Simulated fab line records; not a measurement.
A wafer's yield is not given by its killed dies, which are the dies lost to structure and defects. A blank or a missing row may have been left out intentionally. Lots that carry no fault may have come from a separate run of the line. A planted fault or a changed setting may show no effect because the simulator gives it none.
fab line records / flow n5_finfet / part 2 of 2: steps 21 to 26 of 26
record lots=5 wafers=15 last_day=16
route steps=1938 shown BEOL_M0_SAQP@673
lots with no fault: from the same line, run without faults
start_h: start of the lot's first displayed wafer, in hours after the record's first day / wait_h: time in hours since the lot's previous step / " identical to the entry in the row above / L1.1+2: a single row standing in for several wafers / - either no value or no given start / * or withheld: withheld / < > ~ a bound
route shown NAME@n: NAME is a module with steps in the file, n the number in the route of the first one / usual: the fault-free wafers' mean and standard deviation / same: alike in all rows / chamber/n: place in a boat / sites: readings site by site / _std_site: standard deviation across them / _edge_site: outer sites' mean less inner sites' / radius_mm: how far each site lies from the wafer's centre / mask NAME#n: copy n / behind: the tool/chamber that last shaped the wafer / hold: cause of the lot's hold/its duration in hours/its outcome / device: whichever transistor did not switch (one of n, p or np) / end of line: tests run on the same wafers once the route is complete / for a step that has no rows: nothing shown but its recipe / killed: dies that structure and defects cost at the first sort, which is not the same as the wafer's yield / map: dies across one wafer; x = killed, . = not, _ = none there
set.NAME: the setting as run; set.NAME@STEP: as run at that earlier step / model.NAME: the simulator's own value behind a step, which no gauge read
a table for each step, a row for each wafer; lots at some steps of the route
services: from which hour (start_h, from the record's first day; less than 0 if before it) a tool's chamber was out of use, for how many hours, and why
## steps
# step N5_BEOL_M0_SAQP_ETCH_88
# recipe chemistry=N2/H2 target=underlayer target_depth_a=65 time_s=5.2 ion_energy_ev=200 mask_material=CAR-EUV pressure_mtorr=30 source_w=840 bias_w=150 n2_flow_sccm=200 h2_flow_sccm=200 ends=cleared
# usual drypump_motor_current_A=5.5/0.58 etch_rf_on_time_s=5.32/0.17 oes_product_au=0.67/0.072 rf_vpp_V=523/3.3 showerhead_plenum_p_Torr=2.53/0.11 throttle_valve_pct=17.87/0.26
lot.wafer=L074.1 tool=rie_diel-02 chamber=0 start_h=115.92 wait_h=0.0 drypump_motor_current_A=5.7 etch_rf_on_time_s=5.28 oes_product_au=0.65 rf_hours_counter_h=121 rf_vpp_V=517 showerhead_plenum_p_Torr=2.37 throttle_valve_pct=18.24
lot.wafer=L074.5 tool=rie_diel-02 chamber=2 start_h=115.92 wait_h=0.0 drypump_motor_current_A=5.6 etch_rf_on_time_s=5.19 oes_product_au=0.73 rf_hours_counter_h=- rf_vpp_V=519 showerhead_plenum_p_Torr=2.46 throttle_valve_pct=17.76
lot.wafer=L074.6 tool=rie_diel-02 chamber=1 start_h=115.92 wait_h=0.0 drypump_motor_current_A=5.5 etch_rf_on_time_s=5.34 oes_product_au=0.60 rf_hours_counter_h=- rf_vpp_V=525 showerhead_plenum_p_Torr=2.50 throttle_valve_pct=18.20
lot.wafer=L081.2 tool=rie_diel-02 chamber=2 start_h=154.04 wait_h=0.0 drypump_motor_current_A=5.6 etch_rf_on_time_s=5.27 oes_product_au=0.72 rf_hours_counter_h=67 rf_vpp_V=521 showerhead_plenum_p_Torr=2.45 throttle_valve_pct=17.76
lot.wafer=L081.4 tool=rie_diel-02 chamber=3 start_h=154.04 wait_h=0.0 drypump_motor_current_A=6.0 etch_rf_on_time_s=5.77 oes_product_au=0.56 rf_hours_counter_h=249 rf_vpp_V=524 showerhead_plenum_p_Torr=2.62 throttle_valve_pct=17.97
lot.wafer=L081.5 tool=rie_diel-02 chamber=3 start_h=154.04 wait_h=0.0 drypump_motor_current_A=6.0 etch_rf_on_time_s=5.75 oes_product_au=0.56 rf_hours_counter_h=- rf_vpp_V=526 showerhead_plenum_p_Torr=2.62 throttle_valve_pct=17.99
lot.wafer=L082.2 tool=rie_diel-06 chamber=1 start_h=157.84 wait_h=0.0 drypump_motor_current_A=5.4 etch_rf_on_time_s=4.99 oes_product_au=0.70 rf_hours_counter_h=91 rf_vpp_V=527 showerhead_plenum_p_Torr=2.65 throttle_valve_pct=17.47
lot.wafer=L082.5 tool=rie_diel-06 chamber=0 start_h=157.84 wait_h=0.0 drypump_motor_current_A=6.2 etch_rf_on_time_s=5.19 oes_product_au=0.61 rf_hours_counter_h=- rf_vpp_V=519 showerhead_plenum_p_Torr=2.43 throttle_valve_pct=18.40
lot.wafer=L082.6 tool=rie_diel-06 chamber=1 start_h=157.84 wait_h=0.0 drypump_motor_current_A=5.4 etch_rf_on_time_s=4.93 oes_product_au=0.72 rf_hours_counter_h=- rf_vpp_V=527 showerhead_plenum_p_Torr=2.65 throttle_valve_pct=17.48
lot.wafer=L093.1 tool=rie_diel-06 chamber=3 start_h=223.24 wait_h=0.0 drypump_motor_current_A=4.8 etch_rf_on_time_s=5.13 oes_product_au=0.70 rf_hours_counter_h=106 rf_vpp_V=522 showerhead_plenum_p_Torr=2.55 throttle_valve_pct=17.81
lot.wafer=L093.5 tool=rie_diel-06 chamber=3 start_h=223.24 wait_h=0.0 drypump_motor_current_A=4.7 etch_rf_on_time_s=5.17 oes_product_au=0.70 rf_hours_counter_h=- rf_vpp_V=525 showerhead_plenum_p_Torr=2.55 throttle_valve_pct=17.80
lot.wafer=L093.6 tool=rie_diel-06 chamber=0 start_h=223.24 wait_h=0.0 drypump_motor_current_A=6.2 etch_rf_on_time_s=5.33 oes_product_au=0.59 rf_hours_counter_h=- rf_vpp_V=521 showerhead_plenum_p_Torr=2.42 throttle_valve_pct=18.42
lot.wafer=L096.1 tool=rie_diel-06 chamber=3 start_h=243.05 wait_h=0.0 drypump_motor_current_A=4.7 etch_rf_on_time_s=5.02 oes_product_au=0.70 rf_hours_counter_h=111 rf_vpp_V=525 showerhead_plenum_p_Torr=2.55 throttle_valve_pct=17.82
lot.wafer=L096.2 tool=rie_diel-06 chamber=1 start_h=243.05 wait_h=0.0 drypump_motor_current_A=5.4 etch_rf_on_time_s=5.00 oes_product_au=0.67 rf_hours_counter_h=115 rf_vpp_V=526 showerhead_plenum_p_Torr=2.64 throttle_valve_pct=17.51
lot.wafer=L096.3 tool=rie_diel-06 chamber=0 start_h=243.05 wait_h=0.0 drypump_motor_current_A=6.3 etch_rf_on_time_s=5.16 oes_product_au=0.60 rf_hours_counter_h=237 rf_vpp_V=522 showerhead_plenum_p_Torr=2.42 throttle_valve_pct=18.42
# step N5_BEOL_M0_SAQP_ETCH_73
# recipe chemistry=CF4 target=SiARC target_depth_a=195 mask_material=CAR-EUV time_s=32.5 ion_energy_ev=80 pressure_mtorr=40 source_w=545 bias_w=36 Ar_flow_sccm=100 cf4_flow_sccm=100 ends=cleared
# usual drypump_motor_current_A=5.5/0.58 etch_rf_on_time_s=33.0/0.92 mfc_ar_sccm=100.01/0.28 oes_product_au=0.67/0.073 rf_vpp_V=183.8/1.4 showerhead_plenum_p_Torr=2.13/0.091 throttle_valve_pct=15.67/0.26
lot.wafer=L074.1 tool=rie_diel-02 chamber=0 start_h=115.94 wait_h=0.0 drypump_motor_current_A=5.7 etch_rf_on_time_s=33.4 mfc_ar_sccm=100.02 oes_product_au=0.64 rf_hours_counter_h=121 rf_vpp_V=180.7 showerhead_plenum_p_Torr=2.00 throttle_valve_pct=15.91
lot.wafer=L074.5 tool=rie_diel-02 chamber=2 start_h=115.94 wait_h=0.0 drypump_motor_current_A=5.6 etch_rf_on_time_s=32.6 mfc_ar_sccm=99.69 oes_product_au=0.75 rf_hours_counter_h=- rf_vpp_V=183.8 showerhead_plenum_p_Torr=2.08 throttle_valve_pct=15.47
lot.wafer=L074.6 tool=rie_diel-02 chamber=1 start_h=115.94 wait_h=0.0 drypump_motor_current_A=5.4 etch_rf_on_time_s=33.2 mfc_ar_sccm=100.01 oes_product_au=0.60 rf_hours_counter_h=- rf_vpp_V=185.4 showerhead_plenum_p_Torr=2.12 throttle_valve_pct=16.02
lot.wafer=L081.2 tool=rie_diel-02 chamber=2 start_h=154.06 wait_h=0.0 drypump_motor_current_A=5.7 etch_rf_on_time_s=33.0 mfc_ar_sccm=99.91 oes_product_au=0.73 rf_hours_counter_h=67 rf_vpp_V=183.3 showerhead_plenum_p_Torr=2.08 throttle_valve_pct=15.51
lot.wafer=L081.4 tool=rie_diel-02 chamber=3 start_h=154.06 wait_h=0.0 drypump_motor_current_A=6.0 etch_rf_on_time_s=36.1 mfc_ar_sccm=99.86 oes_product_au=0.56 rf_hours_counter_h=249 rf_vpp_V=185.0 showerhead_plenum_p_Torr=2.20 throttle_valve_pct=15.77
lot.wafer=L081.5 tool=rie_diel-02 chamber=3 start_h=154.06 wait_h=0.0 drypump_motor_current_A=6.0 etch_rf_on_time_s=35.4 mfc_ar_sccm=100.01 oes_product_au=0.56 rf_hours_counter_h=- rf_vpp_V=185.6 showerhead_plenum_p_Torr=2.20 throttle_valve_pct=15.77
lot.wafer=L082.2 tool=rie_diel-06 chamber=1 start_h=157.86 wait_h=0.0 drypump_motor_current_A=5.4 etch_rf_on_time_s=30.8 mfc_ar_sccm=99.82 oes_product_au=0.70 rf_hours_counter_h=91 rf_vpp_V=185.8 showerhead_plenum_p_Torr=2.27 throttle_valve_pct=15.53
lot.wafer=L082.5 tool=rie_diel-06 chamber=0 start_h=157.86 wait_h=0.0 drypump_motor_current_A=6.2 etch_rf_on_time_s=32.8 mfc_ar_sccm=99.83 oes_product_au=0.61 rf_hours_counter_h=- rf_vpp_V=183.1 showerhead_plenum_p_Torr=2.04 throttle_valve_pct=16.14
lot.wafer=L082.6 tool=rie_diel-06 chamber=1 start_h=157.86 wait_h=0.0 drypump_motor_current_A=5.4 etch_rf_on_time_s=30.9 mfc_ar_sccm=100.18 oes_product_au=0.71 rf_hours_counter_h=- rf_vpp_V=185.4 showerhead_plenum_p_Torr=2.27 throttle_valve_pct=15.53
lot.wafer=L093.1 tool=rie_diel-06 chamber=3 start_h=223.26 wait_h=0.0 drypump_motor_current_A=4.7 etch_rf_on_time_s=32.1 mfc_ar_sccm=99.97 oes_product_au=0.70 rf_hours_counter_h=106 rf_vpp_V=183.9 showerhead_plenum_p_Torr=2.14 throttle_valve_pct=15.61
lot.wafer=L093.5 tool=rie_diel-06 chamber=3 start_h=223.26 wait_h=0.0 drypump_motor_current_A=4.7 etch_rf_on_time_s=32.0 mfc_ar_sccm=99.64 oes_product_au=0.70 rf_hours_counter_h=- rf_vpp_V=183.7 showerhead_plenum_p_Torr=2.14 throttle_valve_pct=15.63
lot.wafer=L093.6 tool=rie_diel-06 chamber=0 start_h=223.26 wait_h=0.0 drypump_motor_current_A=6.2 etch_rf_on_time_s=32.7 mfc_ar_sccm=99.89 oes_product_au=0.60 rf_hours_counter_h=- rf_vpp_V=183.3 showerhead_plenum_p_Torr=2.04 throttle_valve_pct=16.18
lot.wafer=L096.1 tool=rie_diel-06 chamber=3 start_h=243.07 wait_h=0.0 drypump_motor_current_A=4.7 etch_rf_on_time_s=31.8 mfc_ar_sccm=99.77 oes_product_au=0.70 rf_hours_counter_h=111 rf_vpp_V=183.4 showerhead_plenum_p_Torr=2.13 throttle_valve_pct=15.63
lot.wafer=L096.2 tool=rie_diel-06 chamber=1 start_h=243.07 wait_h=0.0 drypump_motor_current_A=5.4 etch_rf_on_time_s=31.3 mfc_ar_sccm=99.80 oes_product_au=0.69 rf_hours_counter_h=115 rf_vpp_V=185.5 showerhead_plenum_p_Torr=2.26 throttle_valve_pct=15.59
lot.wafer=L096.3 tool=rie_diel-06 chamber=0 start_h=243.07 wait_h=0.0 drypump_motor_current_A=6.3 etch_rf_on_time_s=32.9 mfc_ar_sccm=99.93 oes_product_au=0.60 rf_hours_counter_h=237 rf_vpp_V=183.1 showerhead_plenum_p_Torr=2.04 throttle_valve_pct=16.17
# step N5_BEOL_M0_SAQP_CUT_ETCH_46
# recipe chemistry=N2/H2 target=SOC target_depth_a=1350 overetch_a=270 temp_c=40 time_s=202.5 ion_energy_ev=200 mask_material=SiARC pressure_mtorr=30 source_w=840 bias_w=150 n2_flow_sccm=200 h2_flow_sccm=200
# usual drypump_motor_current_A=5.5/0.58 rf_vpp_V=524/3.1 showerhead_plenum_p_Torr=2.53/0.11 throttle_valve_pct=17.82/0.26
lot.wafer=L074.1 tool=rie_diel-02 chamber=0 start_h=115.97 wait_h=0.0 drypump_motor_current_A=5.7 rf_hours_counter_h=121 rf_vpp_V=518 showerhead_plenum_p_Torr=2.37 throttle_valve_pct=18.22
lot.wafer=L074.5 tool=rie_diel-02 chamber=2 start_h=115.97 wait_h=0.0 drypump_motor_current_A=5.6 rf_hours_counter_h=- rf_vpp_V=523 showerhead_plenum_p_Torr=2.46 throttle_valve_pct=17.69
lot.wafer=L074.6 tool=rie_diel-02 chamber=1 start_h=115.97 wait_h=0.0 drypump_motor_current_A=5.5 rf_hours_counter_h=- rf_vpp_V=524 showerhead_plenum_p_Torr=2.50 throttle_valve_pct=18.12
lot.wafer=L081.2 tool=rie_diel-02 chamber=2 start_h=154.09 wait_h=0.0 drypump_motor_current_A=5.7 rf_hours_counter_h=67 rf_vpp_V=522 showerhead_plenum_p_Torr=2.45 throttle_valve_pct=17.71
lot.wafer=L081.4 tool=rie_diel-02 chamber=3 start_h=154.09 wait_h=0.0 drypump_motor_current_A=6.0 rf_hours_counter_h=249 rf_vpp_V=526 showerhead_plenum_p_Torr=2.62 throttle_valve_pct=17.94
lot.wafer=L081.5 tool=rie_diel-02 chamber=3 start_h=154.09 wait_h=0.0 drypump_motor_current_A=6.0 rf_hours_counter_h=- rf_vpp_V=526 showerhead_plenum_p_Torr=2.62 throttle_valve_pct=17.95
lot.wafer=L082.2 tool=rie_diel-06 chamber=1 start_h=157.89 wait_h=0.0 drypump_motor_current_A=5.4 rf_hours_counter_h=91 rf_vpp_V=527 showerhead_plenum_p_Torr=2.65 throttle_valve_pct=17.42
lot.wafer=L082.5 tool=rie_diel-06 chamber=0 start_h=157.89 wait_h=0.0 drypump_motor_current_A=6.3 rf_hours_counter_h=- rf_vpp_V=519 showerhead_plenum_p_Torr=2.43 throttle_valve_pct=18.35
lot.wafer=L082.6 tool=rie_diel-06 chamber=1 start_h=157.89 wait_h=0.0 drypump_motor_current_A=5.4 rf_hours_counter_h=- rf_vpp_V=527 showerhead_plenum_p_Torr=2.65 throttle_valve_pct=17.42
lot.wafer=L093.1 tool=rie_diel-06 chamber=3 start_h=223.29 wait_h=0.0 drypump_motor_current_A=4.8 rf_hours_counter_h=106 rf_vpp_V=525 showerhead_plenum_p_Torr=2.55 throttle_valve_pct=17.78
lot.wafer=L093.5 tool=rie_diel-06 chamber=3 start_h=223.29 wait_h=0.0 drypump_motor_current_A=4.8 rf_hours_counter_h=- rf_vpp_V=524 showerhead_plenum_p_Torr=2.55 throttle_valve_pct=17.76
lot.wafer=L093.6 tool=rie_diel-06 chamber=0 start_h=223.29 wait_h=0.0 drypump_motor_current_A=6.2 rf_hours_counter_h=- rf_vpp_V=520 showerhead_plenum_p_Torr=2.42 throttle_valve_pct=18.40
lot.wafer=L096.1 tool=rie_diel-06 chamber=3 start_h=243.10 wait_h=0.0 drypump_motor_current_A=4.7 rf_hours_counter_h=111 rf_vpp_V=524 showerhead_plenum_p_Torr=2.55 throttle_valve_pct=17.76
lot.wafer=L096.2 tool=rie_diel-06 chamber=1 start_h=243.10 wait_h=0.0 drypump_motor_current_A=5.4 rf_hours_counter_h=115 rf_vpp_V=527 showerhead_plenum_p_Torr=2.64 throttle_valve_pct=17.45
lot.wafer=L096.3 tool=rie_diel-06 chamber=0 start_h=243.10 wait_h=0.0 drypump_motor_current_A=6.3 rf_hours_counter_h=237 rf_vpp_V=519 showerhead_plenum_p_Torr=2.42 throttle_valve_pct=18.39
# step N5_BEOL_M0_SAQP_STRIP_74
# recipe chemistry=N2/H2 temp_c=40 n2_flow_sccm=200 h2_flow_sccm=200 rf_frequency_hz=6e+07
lot.wafer=L074.1+5+6 tool=rie_diel-02 chamber=0,2,1 start_h=116.13 wait_h=0.1
lot.wafer=L081.2+4+5 tool=rie_diel-02 chamber=2,3,3 start_h=154.25 wait_h=0.1
lot.wafer=L082.2+5+6 tool=rie_diel-06 chamber=1,0,1 start_h=158.05 wait_h=0.1
lot.wafer=L093.1+5+6 tool=rie_diel-06 chamber=3,3,0 start_h=223.45 wait_h=0.1
lot.wafer=L096.1+2+3 tool=rie_diel-06 chamber=3,1,0 start_h=243.26 wait_h=0.1
# step N5_BEOL_M0_SAQP_STRIP_89
# recipe chemistry=N2/H2 temp_c=40 n2_flow_sccm=200 h2_flow_sccm=200 rf_frequency_hz=6e+07
lot.wafer=L074.1+5+6 tool=rie_diel-02 chamber=0,2,1 start_h=116.14 wait_h=0.0
lot.wafer=L081.2+4+5 tool=rie_diel-02 chamber=2,3,3 start_h=154.26 wait_h=0.0
lot.wafer=L082.2+5+6 tool=rie_diel-06 chamber=1,0,1 start_h=158.06 wait_h=0.0
lot.wafer=L093.1+5+6 tool=rie_diel-06 chamber=3,3,0 start_h=223.46 wait_h=0.0
lot.wafer=L096.1+2+3 tool=rie_diel-06 chamber=3,1,0 start_h=243.27 wait_h=0.0
# step N5_BEOL_M0_SAQP_ALD_48
# recipe material=SiO2 target_thk_a=200 temp_c=100 ald_precursor_family=BDEAS ald_co_reactant=O2-plasma pulse_time_s=1 co_reactant_pulse_time_s=1 purge_time_s=2 co_reactant_purge_time_s=2 ald_cycles=139 pressure_torr=2
# usual heater_power_w=78/7.5 precursor_pulse_height_rel=1.000/0.02
lot.wafer=L074.1 tool=ald_sin-01 chamber=0 start_h=116.48 wait_h=0.3 heater_power_w=76 precursor_pulse_height_rel=1.004
lot.wafer=L074.5 tool=ald_sin-01 chamber=1 start_h=116.48 wait_h=0.3 heater_power_w=67 precursor_pulse_height_rel=1.002
lot.wafer=L074.6 tool=ald_sin-01 chamber=0 start_h=116.48 wait_h=0.3 heater_power_w=76 precursor_pulse_height_rel=0.998
lot.wafer=L081.2 tool=ald_sin-03 chamber=3 start_h=154.29 wait_h=0.0 heater_power_w=68 precursor_pulse_height_rel=0.995
lot.wafer=L081.4 tool=ald_sin-03 chamber=2 start_h=154.29 wait_h=0.0 heater_power_w=81 precursor_pulse_height_rel=0.989
lot.wafer=L081.5 tool=ald_sin-03 chamber=1 start_h=154.29 wait_h=0.0 heater_power_w=96 precursor_pulse_height_rel=1.022
lot.wafer=L082.2 tool=ald_sin-02 chamber=3 start_h=158.09 wait_h=0.0 heater_power_w=77 precursor_pulse_height_rel=0.970
lot.wafer=L082.5 tool=ald_sin-02 chamber=1 start_h=158.09 wait_h=0.0 heater_power_w=74 precursor_pulse_height_rel=1.013
lot.wafer=L082.6 tool=ald_sin-02 chamber=0 start_h=158.09 wait_h=0.0 heater_power_w=76 precursor_pulse_height_rel=0.983
lot.wafer=L093.1 tool=ald_sin-03 chamber=3 start_h=223.49 wait_h=0.0 heater_power_w=67 precursor_pulse_height_rel=0.973
lot.wafer=L093.5 tool=ald_sin-03 chamber=0 start_h=223.49 wait_h=0.0 heater_power_w=78 precursor_pulse_height_rel=0.979
lot.wafer=L093.6 tool=ald_sin-03 chamber=1 start_h=223.49 wait_h=0.0 heater_power_w=94 precursor_pulse_height_rel=1.021
lot.wafer=L096.1 tool=ald_sin-01 chamber=2 start_h=243.34 wait_h=0.1 heater_power_w=77 precursor_pulse_height_rel=1.013
lot.wafer=L096.2 tool=ald_sin-01 chamber=0 start_h=243.34 wait_h=0.1 heater_power_w=78 precursor_pulse_height_rel=1.045
lot.wafer=L096.3 tool=ald_sin-01 chamber=3 start_h=243.34 wait_h=0.1 heater_power_w=87 precursor_pulse_height_rel=0.998
## services
tool=euv_scanner-02 chamber=- start_h=96.54 hours=1.2 kind=repair
tool=rie_diel-06 chamber=- start_h=98.98 hours=0.4 kind=repair
tool=euv_scanner-02 chamber=- start_h=100.71 hours=1.0 kind=pm
tool=ald_sin-02 chamber=- start_h=102.55 hours=2.8 kind=pm
tool=rie_diel-03 chamber=0 start_h=115.96 hours=8.9 kind=repair
tool=euv_scanner-01 chamber=- start_h=117.46 hours=1.0 kind=pm
tool=rie_si-03 chamber=- start_h=126.25 hours=0.8 kind=repair
tool=ald_sin-03 chamber=0 start_h=149.07 hours=8.7 kind=repair
tool=euv_scanner-02 chamber=- start_h=156.86 hours=1.0 kind=pm
tool=rie_diel-02 chamber=3 start_h=159.07 hours=- kind=clean
tool=rie_diel-02 chamber=3 start_h=159.07 hours=- kind=consumable_replace:focus_ring
tool=rie_diel-06 chamber=0 start_h=163.38 hours=9.6 kind=repair
tool=ald_sin-03 chamber=- start_h=164.77 hours=4.3 kind=pm
tool=euv_scanner-01 chamber=- start_h=173.61 hours=1.0 kind=pm
tool=ald_sin-03 chamber=- start_h=176.75 hours=14.0 kind=pm
tool=euv_scanner-02 chamber=- start_h=182.37 hours=4.6 kind=pm
tool=ald_sin-01 chamber=- start_h=199.61 hours=1.2 kind=repair
tool=euv_scanner-02 chamber=- start_h=213.01 hours=1.0 kind=pm
tool=euv_scanner-01 chamber=- start_h=214.02 hours=4.6 kind=pm
tool=euv_scanner-01 chamber=0 start_h=218.66 hours=- kind=calibration
tool=euv_scanner-01 chamber=- start_h=229.76 hours=1.0 kind=pm
tool=ald_sin-02 chamber=- start_h=231.00 hours=0.8 kind=repair
tool=euv_scanner-02 chamber=- start_h=238.46 hours=22.8 kind=repair
tool=rie_si-06 chamber=0 start_h=242.92 hours=5.8 kind=repair
